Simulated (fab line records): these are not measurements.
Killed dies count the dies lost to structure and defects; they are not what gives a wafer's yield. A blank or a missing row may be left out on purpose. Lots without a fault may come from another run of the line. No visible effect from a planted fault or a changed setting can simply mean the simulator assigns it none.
fab line records + flow n5Finfet
[record]
- lots = 5
- wafers = 15
- lastDay = 16
route steps=1938 shown BEOL_M9@1448 PASSIVATION@1936
lots untouched by any fault: they come from a run of this same line in which no faults occurred
startH: the number of hours between the record's first day and the start of the first shown wafer of the lot + waitH: hours elapsed since this lot's preceding step + " repeats the value in the row above + L1.1+2: a single row standing in for several wafers + - no value, or no start given + * or withheld: withheld + < > ~ a bound
route shown NAME@n: NAME is a module with steps in the file, n the number in the route of the first one + usual: the fault-free wafers' mean and standard deviation + same: alike in all rows + chamber/n: place in a boat + sites: each site's reading + _std_site: the standard deviation of these + _edge_site: the outer-site mean with the inner-site mean subtracted + radiusMm: for every site, how far away it sits from the centre of the wafer + mask NAME#n: copy n + behind: the tool/chamber that last shaped the wafer + hold: reason for holding the lot/hours on hold/outcome of the hold + device: the transistor (n, p or np) that didn't switch + end of line: tests of these same wafers at the route's end + where a step has no rows: the recipe by itself + killed: at the first sort, the dies lost to defects and structure; wafer yield is something else + map: the dies of a wafer, with x for killed, . for not killed, _ for no die there
set.NAME: the run value of the setting; set.NAME@STEP: its run value at that earlier step + model.NAME: the simulator's own value behind a step, which no gauge read
certain route steps with their lots: each step a table, each wafer a row
services: the hour from which a tool's chamber was out of use, counted from the record's first day as startH (under 0 if before that day), plus the number of hours and why
[[steps]]
[step N5_BEOL_M9_STRIP_80]
[recipe]
- chemistry = N2/H2
- timeS = 10
- powerW = 450
- tempC = 40
- pressureMtorr = 20
- rfFrequencyHz = 6e+07
- biasPowerW = 7
- n2FlowSccm = 200
- h2FlowSccm = 200
[usual]
- drypumpMotorCurrentA = 5.7/0.39
- oesProductAu = 0.81/0.083
- rfVppV = 59.1/0.93
- showerheadPlenumPTorr = 2.52/0.087
- throttleValvePct = 23.66/0.24
[same]
- timeS = 10
| lot.wafer | tool       | chamber | startH | waitH | drypumpMotorCurrentA | oesProductAu | rfHoursCounterH | rfVppV | showerheadPlenumPTorr | throttleValvePct |
|-----------|------------|---------|--------|-------|----------------------|--------------|-----------------|--------|-----------------------|------------------|
| L870.3    | rieDiel-03 | 1       | -      | -     | 5.8                  | 0.92         | 23              | 59.7   | 2.61                  | 23.74            |
| L870.4    | "          | 3       | "      | "     | 6.3                  | 0.79         | 125             | 59.9   | 2.65                  | 23.43            |
| L870.5    | "          | 1       | "      | "     | 5.8                  | 0.92         | -               | 59.0   | 2.61                  | 23.73            |
| L876.2    | rieDiel-03 | 0       | -      | -     | 5.4                  | 0.69         | 221             | 58.5   | 2.51                  | 24.24            |
| L876.5    | "          | 2       | "      | "     | 5.7                  | 0.80         | -               | 60.2   | 2.56                  | 23.59            |
| L876.6    | "          | 1       | "      | "     | 5.8                  | 0.88         | -               | 60.0   | 2.60                  | 23.77            |
| L875.4    | rieDiel-03 | 1       | -      | -     | 5.8                  | 0.89         | 38              | 58.7   | 2.60                  | 23.77            |
| L875.5    | "          | 2       | "      | "     | 5.7                  | 0.79         | -               | 58.0   | 2.56                  | 23.60            |
| L875.6    | "          | 1       | "      | "     | 5.8                  | 0.88         | -               | 59.0   | 2.60                  | 23.74            |
| L878.3    | rieDiel-03 | 0       | -      | -     | 5.4                  | 0.69         | 224             | 58.0   | 2.51                  | 24.22            |
| L878.4    | "          | 1       | "      | "     | 5.8                  | 0.87         | 41              | 60.2   | 2.60                  | 23.78            |
| L878.6    | "          | 2       | "      | "     | 5.7                  | 0.80         | -               | 60.0   | 2.56                  | 23.60            |
| L880.2    | rieDiel-04 | 3       | -      | -     | 6.0                  | 0.88         | 48              | 59.0   | 2.47                  | 23.41            |
| L880.3    | "          | 2       | "      | "     | 5.5                  | 0.89         | 38              | 58.0   | 2.57                  | 23.53            |
| L880.6    | "          | 2       | "      | "     | 5.5                  | 0.88         | -               | 60.2   | 2.57                  | 23.54            |
[step N5_BEOL_M9_OCD_MEAS_38]
[usual]
- trenchDepthNm = 151.9/2.6
| lot.wafer | tool   | chamber | startH | waitH | trenchDepthNm |
|-----------|--------|---------|--------|-------|---------------|
| L870.3    | ocd-02 | -       | 255.23 | -     | 154.8         |
| L870.4    | "      | -       | "      | "     | 148.8         |
| L870.5    | "      | -       | "      | "     | 156.2         |
| L876.2    | ocd-01 | -       | 309.27 | -     | 149.9         |
| L876.5    | "      | -       | "      | "     | 151.1         |
| L876.6    | "      | -       | "      | "     | 153.9         |
| L875.4    | ocd-01 | -       | 309.70 | -     | 153.1         |
| L875.5    | "      | -       | "      | "     | 149.1         |
| L875.6    | "      | -       | "      | "     | 152.4         |
| L878.3    | ocd-01 | -       | 319.38 | -     | 151.0         |
| L878.4    | "      | -       | "      | "     | 153.9         |
| L878.6    | "      | -       | "      | "     | 151.8         |
| L880.2    | ocd-01 | -       | 324.79 | -     | 156.0         |
| L880.3    | "      | -       | "      | "     | 153.0         |
| L880.6    | "      | -       | "      | "     | 152.8         |
[step N5_BEOL_M9_HM_STRIP_39]
[recipe]
- chemistry = peroxideTinStrip
- material = TiN
- targetDepthA = 250
- tempC = 50
- timeS = 158
[step N5_BEOL_M9_SRD_40]
[recipe]
- timeS = 30
- tempC = 23
- rinseLiquid = diw
- dry = ipaMarangoni
[step N5_BEOL_M9_PRECLEAN_42]
[recipe]
- chemistry = residueRemover
- timeS = 60
- tempC = 40
[step N5_BEOL_M9_SRD_43]
[recipe]
- timeS = 30
- tempC = 23
- rinseLiquid = diw
- dry = ipaMarangoni
[step N5_BEOL_M9_CD_MEAS_35]
[recipe]
- targetCdNm = 70
- targetCdYNm = 40
- polarity = opening
[usual]
- cdNm = 70.1/0.56
| lot.wafer | tool     | chamber | startH | waitH | cdNm |
|-----------|----------|---------|--------|-------|------|
| L870.3    | cdSem-03 | -       | 255.38 | 0.0   | 70.4 |
| L870.4    | "        | -       | "      | "     | 71.0 |
| L870.5    | "        | -       | "      | "     | 70.7 |
| L876.2    | cdSem-02 | -       | 309.42 | 0.0   | 70.2 |
| L876.5    | "        | -       | "      | "     | 69.9 |
| L876.6    | "        | -       | "      | "     | 70.4 |
| L875.4    | cdSem-03 | -       | 309.85 | 0.0   | 70.2 |
| L875.5    | "        | -       | "      | "     | 69.6 |
| L875.6    | "        | -       | "      | "     | 69.4 |
| L878.3    | cdSem-01 | -       | 319.55 | 0.0   | 69.6 |
| L878.4    | "        | -       | "      | "     | 70.3 |
| L878.6    | "        | -       | "      | "     | 69.5 |
| L880.2    | cdSem-02 | -       | 324.95 | 0.0   | 70.5 |
| L880.3    | "        | -       | "      | "     | 70.8 |
| L880.6    | "        | -       | "      | "     | 70.9 |
[step N5_BEOL_M9_CURE_72]
[recipe]
- tempC = 370
- timeS = 120
- ambient = DMADMS/He
- material = SiCOH_lowk
[usual]
- lampPowerPct = 52.32/0.053
- wafer_temp_C_max = 372.2/0.62
[same]
- timeS = 120
| lot.wafer | tool      | chamber | startH | waitH | lampPowerPct | wafer_temp_C_max |
|-----------|-----------|---------|--------|-------|--------------|------------------|
| L870.3    | uvCure-02 | 2       | 255.65 | 0.3   | 52.36        | 371.6            |
| L870.4    | "         | 2       | "      | "     | 52.33        | 371.3            |
| L870.5    | "         | 2       | "      | "     | 52.34        | 371.2            |
| L876.2    | uvCure-03 | 1       | 309.51 | 0.1   | 52.34        | 372.2            |
| L876.5    | "         | 1       | "      | "     | 52.24        | 374.0            |
| L876.6    | "         | 1       | "      | "     | 52.42        | 372.8            |
| L875.4    | uvCure-03 | 2       | 310.21 | 0.4   | 52.35        | 372.0            |
| L875.5    | "         | 2       | "      | "     | 52.31        | 371.6            |
| L875.6    | "         | 2       | "      | "     | 52.30        | 372.0            |
| L878.3    | uvCure-03 | 2       | 319.69 | 0.1   | 52.40        | 371.6            |
| L878.4    | "         | 2       | "      | "     | 52.24        | 371.8            |
| L878.6    | "         | 2       | "      | "     | 52.32        | 371.7            |
| L880.2    | uvCure-03 | 0       | 325.04 | 0.1   | 52.27        | 372.9            |
| L880.3    | "         | 0       | "      | "     | 52.24        | 372.7            |
| L880.6    | "         | 0       | "      | "     | 52.33        | 372.1            |
[step N5_BEOL_M9_DEGAS_44]
[recipe]
- ambient = vacuum
- tempC = 250
- timeS = 60
[usual]
- heaterPowerW = 316/21
- susceptorTempC = 250.00/0.19
[same]
- timeS = 60
| lot.wafer | tool          | chamber | startH | waitH | heaterPowerW | susceptorTempC |
|-----------|---------------|---------|--------|-------|--------------|----------------|
| L870.3    | pvdSputter-01 | -       | 256.21 | 0.5   | 302          | 250.28         |
| L870.4    | "             | -       | "      | "     | 334          | 249.88         |
| L870.5    | "             | -       | "      | "     | 335          | 250.31         |
| L876.2    | pvdSputter-03 | -       | 309.94 | 0.4   | 333          | 249.80         |
| L876.5    | "             | -       | "      | "     | 292          | 250.32         |
| L876.6    | "             | -       | "      | "     | 337          | 250.27         |
| L875.4    | pvdSputter-01 | -       | 310.62 | 0.4   | 331          | 250.23         |
| L875.5    | "             | -       | "      | "     | 331          | 250.24         |
| L875.6    | "             | -       | "      | "     | 305          | 250.06         |
| L878.3    | pvdSputter-03 | -       | 319.93 | 0.2   | 311          | 250.26         |
| L878.4    | "             | -       | "      | "     | 298          | 249.76         |
| L878.6    | "             | -       | "      | "     | 337          | 250.09         |
| L880.2    | pvdSputter-02 | -       | 325.32 | 0.2   | 277          | 250.20         |
| L880.3    | "             | -       | "      | "     | 299          | 250.15         |
| L880.6    | "             | -       | "      | "     | 285          | 250.16         |
[step N5_BEOL_M9_PRE_CLEAN_45]
[recipe]
- gas = H2/He
- timeS = 30
- tempC = 250
[usual]
- heaterPowerW = 317/21
- susceptorTempC = 249.98/0.17
[same]
- timeS = 30
| lot.wafer | tool          | chamber | startH | waitH | heaterPowerW | susceptorTempC |
|-----------|---------------|---------|--------|-------|--------------|----------------|
| L870.3    | pvdSputter-01 | -       | 256.25 | 0.0   | 304          | 250.10         |
| L870.4    | "             | -       | "      | "     | 337          | 250.05         |
| L870.5    | "             | -       | "      | "     | 340          | 249.93         |
| L876.2    | pvdSputter-03 | -       | 309.98 | 0.0   | 333          | 250.03         |
| L876.5    | "             | -       | "      | "     | 300          | 249.90         |
| L876.6    | "             | -       | "      | "     | 336          | 249.78         |
| L875.4    | pvdSputter-01 | -       | 310.66 | 0.0   | 343          | 250.00         |
| L875.5    | "             | -       | "      | "     | 340          | 249.90         |
| L875.6    | "             | -       | "      | "     | 298          | 250.02         |
| L878.3    | pvdSputter-03 | -       | 319.97 | 0.0   | 314          | 249.87         |
| L878.4    | "             | -       | "      | "     | 292          | 250.10         |
| L878.6    | "             | -       | "      | "     | 333          | 250.25         |
| L880.2    | pvdSputter-02 | -       | 325.36 | 0.0   | 288          | 250.13         |
| L880.3    | "             | -       | "      | "     | 294          | 249.92         |
| L880.6    | "             | -       | "      | "     | 285          | 250.20         |
[step N5_BEOL_M9_ALD_74]
[recipe]
- material = TaN
- targetThkA = 20
- tempC = 275
- aldPrecursorFamily = PDMAT
- aldCoReactant = NH3
- pressureTorr = 3
- carrierFlowSccm = 1500
- pulseTimeS = 2
- purgeTimeS = 3
- coReactantPurgeTimeS = 2
- coReactantPulseTimeS = 3
- aldCycles = 40
- precursorVesselTempC = 75
- precursorVesselPressureTorr = 26.25
- precursorVesselCarrierSccm = 1000
[step N5_BEOL_M9_SURFACE_TREAT_79]
[recipe]
- gas = Ar
- timeS = *
- ionEnergyEv = *
- ionCurrentMaCm2 = 0.5
- pressureMtorr = *
- arFlowSccm = 30
[step N5_BEOL_M9_CVD_78]
[recipe]
- material = Co
- targetThkA = 20
- tempC = withheld
- precursor = CCTBA/H2
- pressureTorr = 30
- timeS = 138.9
[usual]
- runLengthS = 162.1/0.64
| lot.wafer | tool     | chamber | startH | waitH | runLengthS |
|-----------|----------|---------|--------|-------|------------|
| L870.3    | cvdCo-02 | 2       | 256.93 | 0.1   | 162.3      |
| L870.4    | "        | 2       | "      | "     | 162.0      |
| L870.5    | "        | 1       | "      | "     | 129.0      |
| L876.2    | cvdCo-01 | 2       | 310.53 | 0.1   | 162.8      |
| L876.5    | "        | 1       | "      | "     | 162.9      |
| L876.6    | "        | 2       | "      | "     | 162.7      |
| L875.4    | cvdCo-01 | 1       | 311.22 | 0.1   | 163.1      |
| L875.5    | "        | 2       | "      | "     | 162.6      |
| L875.6    | "        | 0       | "      | "     | 160.9      |
| L878.3    | cvdCo-02 | 2       | 320.66 | 0.3   | 162.2      |
| L878.4    | "        | 1       | "      | "     | 161.9      |
| L878.6    | "        | 2       | "      | "     | 161.7      |
| L880.2    | cvdCo-01 | 0       | 326.09 | 0.3   | 161.1      |
| L880.3    | "        | 1       | "      | "     | 162.7      |
| L880.6    | "        | 2       | "      | "     | 162.8      |
[step N5_BEOL_M9_SPUTTER_48]
[recipe]
- material = Cu
- targetThkA = 120
- tempC = -20
- biasV = 60
- powerW = 26000
- chamberPressurePa = 0.13
- timeS = 2
[usual]
- biasV = 60.1/0.63
- chamberPressurePa = 0.13/0.00028
- substrateTempC = -20.00/0.11
- susceptorTempC = -19.99/0.1
- throttleValvePct = 30.7/0.91
[same]
- timeS = 2
| lot.wafer | tool          | chamber | startH | waitH | biasV | chamberPressurePa | substrateTempC | susceptorTempC | throttleValvePct |
|-----------|---------------|---------|--------|-------|-------|-------------------|----------------|----------------|------------------|
| L870.3    | pvdSputter-01 | -       | 257.04 | 0.1   | 60.7  | 0.13047           | -19.84         | -19.96         | 29.5             |
| L870.4    | "             | -       | "      | "     | 60.2  | 0.12978           | -20.03         | -19.93         | 30.6             |
| L870.5    | "             | -       | "      | "     | 60.3  | 0.12991           | -19.95         | -19.92         | 30.5             |
| L876.2    | pvdSputter-02 | -       | 310.74 | 0.2   | 60.5  | 0.13              | -20.14         | -19.94         | 32.6             |
| L876.5    | "             | -       | "      | "     | 60.4  | 0.12967           | -20.20         | -20.06         | 31.5             |
| L876.6    | "             | -       | "      | "     | 59.6  | 0.13007           | -19.97         | -20.00         | 29.6             |
| L875.4    | pvdSputter-02 | -       | 311.32 | 0.1   | 60.6  | 0.13042           | -20.00         | -19.90         | 30.6             |
| L875.5    | "             | -       | "      | "     | 59.7  | 0.13011           | -19.95         | -19.78         | 31.5             |
| L875.6    | "             | -       | "      | "     | 59.6  | 0.12966           | -20.07         | -20.01         | 32.5             |
| L878.3    | pvdSputter-03 | -       | 322.39 | 1.7   | 60.1  | 0.1299            | -20.03         | -19.98         | 30.6             |
| L878.4    | "             | -       | "      | "     | 59.9  | 0.12986           | -20.06         | -20.08         | 32.0             |
| L878.6    | "             | -       | "      | "     | 60.5  | 0.13051           | -19.95         | -19.89         | 30.4             |
| L880.2    | pvdSputter-03 | -       | 326.23 | 0.1   | 59.8  | 0.13018           | -19.97         | -19.92         | 30.9             |
| L880.3    | "             | -       | "      | "     | 60.5  | 0.12984           | -19.90         | -20.00         | 30.2             |
| L880.6    | "             | -       | "      | "     | 59.5  | 0.12983           | -20.01         | -19.85         | 30.7             |
[step N5_PASSIVATION_PROBE_49]
[usual]
- defectLimitedYield = 91.3/1.5
- killed_at_M0_to_M3 = 31/11
- killed_at_M4_up = 14/5.1
- killedAtContacts = 12/5.6
- killedAtFrontEnd = 42/12
- killedAtOther = 3.8/2.9
- killedDies = 103/18
- killedOpen = 67/14
- killedShort = 33/8
- sort_bin_5_function = 5.1/1
- sort_bin_6_memory = 3.2/0.75
- sortNPass = 1077/18
- sortYieldPct = 91.3/1.5
[same]
- grossDies = 1180
- killedAtBackSide = 0
- sort_bin_4_leakage[%] = 0
- sort_bin_8_speed[%] = 0
| lot.wafer | tool      | chamber | startH | waitH | defectLimitedYield[%] | killed_at_M0_to_M3 | killed_at_M4_up | killedAtContacts | killedAtFrontEnd | killedAtOther | killedDies | killedOpen | killedShort | sort_bin_5_function[%] | sort_bin_6_memory[%] | sortNPass | sortYieldPct[%] |
|-----------|-----------|---------|--------|-------|-----------------------|--------------------|-----------------|------------------|------------------|---------------|------------|------------|-------------|------------------------|----------------------|-----------|-----------------|
| L870.3    | prober-01 | -       | 326.36 | 0.1   | 89.1                  | 53                 | 12              | 6                | 54               | 4             | 129        | 72         | 43          | 6.4                    | 2.9                  | 1051      | 89.1            |
| L870.4    | prober-01 | -       | 326.41 | 0.2   | 91.3                  | 41                 | 14              | 4                | 41               | 3             | 103        | 69         | 34          | 5.8                    | 2.5                  | 1077      | 91.3            |
| L870.5    | prober-01 | -       | 326.46 | 0.2   | 88.1                  | 59                 | 31              | 10               | 38               | 2             | 140        | 95         | 42          | 6.4                    | 4.8                  | 1040      | 88.1            |
| L875.5    | prober-02 | -       | 374.23 | 0.2   | 91.0                  | 37                 | 12              | 4                | 49               | 4             | 106        | 72         | 33          | 5.8                    | 3.1                  | 1074      | 91.0            |
| L875.6    | prober-02 | -       | 374.28 | 0.3   | 91.6                  | 35                 | 16              | 6                | 34               | 8             | 99         | 70         | 29          | 5.8                    | 2.5                  | 1081      | 91.6            |
| L878.3    | prober-02 | -       | 384.32 | 0.1   | 90.4                  | 51                 | 6               | 7                | 45               | 4             | 113        | 73         | 30          | 5.4                    | 3.1                  | 1067      | 90.4            |
| L878.4    | prober-02 | -       | 384.37 | 0.2   | 91.9                  | 27                 | 18              | 6                | 38               | 7             | 96         | 58         | 35          | 4.3                    | 3.6                  | 1084      | 91.9            |
| L878.6    | prober-02 | -       | 384.47 | 0.3   | 89.9                  | 54                 | 16              | 9                | 36               | 4             | 119        | 73         | 41          | 5.9                    | 3.7                  | 1061      | 89.9            |
| L880.2    | prober-01 | -       | 384.81 | 0.1   | 92.6                  | 47                 | 8               | 13               | 15               | 4             | 87         | 62         | 22          | 4.3                    | 3.0                  | 1093      | 92.6            |
| L880.3    | prober-01 | -       | 384.86 | 0.1   | 90.6                  | 46                 | 14              | 9                | 39               | 3             | 111        | 65         | 37          | 5.4                    | 3.1                  | 1069      | 90.6            |
| L880.6    | prober-01 | -       | 385.01 | 0.3   | 93.4                  | 17                 | 13              | 10               | 37               | 1             | 78         | 47         | 28          | 4.2                    | 1.8                  | 1102      | 93.4            |
// killed by level:class
L870.3 BEOL_M0_SAQP:geometricParticle:short=17 BEOL_M0_SAQP:geometricParticle:open=16 HKMG_FIN:areaEtch=13 BEOL_M1:geometricParticle:open=9 STI_FIN_REVEAL:geometricParticle:open=6 ILD0:geometricParticle:open=6 MOL_CONTACT_COAG:geometricParticle:open=5 BEOL_M2:geometricParticle:open=5
L870.4 BEOL_M0_SAQP:geometricParticle:open=13 FIN_SAQP:geometricParticle:open=12 FIN_SAQP:geometricParticle:short=8 BEOL_M0_SAQP:geometricParticle:short=8 BEOL_M3:geometricParticle:open=7 DUMMY_GATE:geometricParticle:open=6 BEOL_M1:geometricParticle:open=6 BEOL_M4:geometricParticle:open=4
L870.5 BEOL_M0_SAQP:geometricParticle:open=17 BEOL_M4:geometricParticle:open=17 BEOL_M0_SAQP:geometricParticle:short=15 BEOL_M1:geometricParticle:open=9 MOL_CONTACT_COAG:geometricParticle:open=7 BEOL_M2:geometricParticle:open=7 ILD0:geometricParticle:open=6 FIN_SAQP:geometricParticle:open=4
L875.5 FIN_SAQP:geometricParticle:open=13 BEOL_M1:geometricParticle:open=9 BEOL_M0_SAQP:geometricParticle:open=8 STI_FIN_REVEAL:geometricParticle:open=7 DUMMY_GATE:geometricParticle:open=7 FIN_SAQP:geometricParticle:short=6 BEOL_M3:geometricParticle:open=5 DUMMY_GATE:geometricParticle:short=4
L875.6 BEOL_M0_SAQP:geometricParticle:short=11 STI_FIN_REVEAL:geometricParticle:open=10 FIN_SAQP:geometricParticle:open=8 DUMMY_GATE:geometricParticle:open=6 MOL_CONTACT_COAG:geometricParticle:open=6 BEOL_M0_SAQP:geometricParticle:open=6 BEOL_M1:geometricParticle:open=6 BEOL_M2:geometricParticle:open=5
L878.3 FIN_SAQP:geometricParticle:open=13 BEOL_M3:geometricParticle:open=13 BEOL_M0_SAQP:geometricParticle:short=12 BEOL_M0_SAQP:geometricParticle:open=10 BEOL_M1:geometricParticle:open=8 MOL_CONTACT_COAG:geometricParticle:open=6 HKMG_FIN:areaEtch=6 BEOL_M5:geometricParticle:open=5
L878.4 BEOL_M0_SAQP:geometricParticle:short=11 GATE_CUT:geometricParticle:short=8 STI_FIN_REVEAL:geometricParticle:open=7 BEOL_M0_SAQP:geometricParticle:open=7 BEOL_M5:geometricParticle:open=7 FIN_SAQP:geometricParticle:open=5 MOL_CONTACT_COAG:geometricParticle:open=5 PASS1_CAP:geometricParticle:open=5
L878.6 BEOL_M0_SAQP:geometricParticle:short=17 BEOL_M0_SAQP:geometricParticle:open=14 BEOL_M1:geometricParticle:open=8 STI_FIN_REVEAL:geometricParticle:open=8 MOL_CONTACT_COAG:geometricParticle:open=7 DUMMY_GATE:geometricParticle:open=5 FIN_SAQP:geometricParticle:open=4 BEOL_M1:geometricParticle:short=4
L880.2 BEOL_M2:geometricParticle:open=14 MOL_CONTACT_COAG:geometricParticle:open=13 BEOL_M1:geometricParticle:open=11 BEOL_M0_SAQP:geometricParticle:short=9 BEOL_M3:geometricParticle:open=8 PAD_METAL:geometricParticle:open=4 GATE_CUT:geometricParticle:short=3 BEOL_M0_SAQP:geometricParticle:open=3
L880.3 BEOL_M1:geometricParticle:open=14 DUMMY_GATE:geometricParticle:open=9 BEOL_M0_SAQP:geometricParticle:short=8 HKMG_FIN:areaEtch=8 BEOL_M1:geometricParticle:short=7 MOL_CONTACT_COAG:geometricParticle:open=6 BEOL_M5:geometricParticle:open=6 BEOL_M3:geometricParticle:open=5
L880.6 GATE_CUT:geometricParticle:short=7 MOL_CONTACT_COAG:geometricParticle:open=7 GATE_CUT:geometricParticle:open=6 BEOL_M1:geometricParticle:open=4 BEOL_M4:geometricParticle:open=4 BEOL_M5:geometricParticle:open=4 STARTING-WAFER:geometricParticle:open=4 STI_FIN_REVEAL:geometricParticle:short=3
[[services]]
| tool       | chamber | startH | hours | kind   |
|------------|---------|--------|-------|--------|
| rieDiel-03 | 0       | 239.43 | 7.2   | repair |
| uvCure-03  | -       | 247.27 | 2.1   | pm     |
| uvCure-03  | -       | 258.70 | 7.5   | pm     |
| rieDiel-04 | 2       | 277.56 | 5.6   | repair |
| cvdCo-01   | 2       | 285.19 | 1.8   | repair |
| cvdCo-01   | 0       | 301.66 | 3.4   | repair |
| cvdCo-01   | -       | 320.41 | 3.2   | repair |
| rieDiel-03 | 3       | 325.77 | 3.3   | repair |
[[key]]
[firstSign]
- step = N5_BEOL_M9_CVD_78
- reading = runLengthS
- direction = down
- sigmas = 52
- usual = *
- struck = *
effect none on later readings
metAt N5_BEOL_M9_CVD_78
struckWafers L870.5
[baselineLoss]
- step = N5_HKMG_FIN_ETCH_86
- wafers = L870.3
[fault]
- kind = processParameterDrift
- tool = cvdCo-02
- chamber = -
- onsetH = 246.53
- steps = N5_BEOL_M9_CVD_78
- channel = timeS
- offset = *
- shape = step
- endH = 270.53
- scope = struckWafersOnly
- actsIn = *
- stated = *
// baselineLoss: these wafers lose ten dies or more at that step, a loss of the line's own and not of a fault; the sort's usual values leave them out
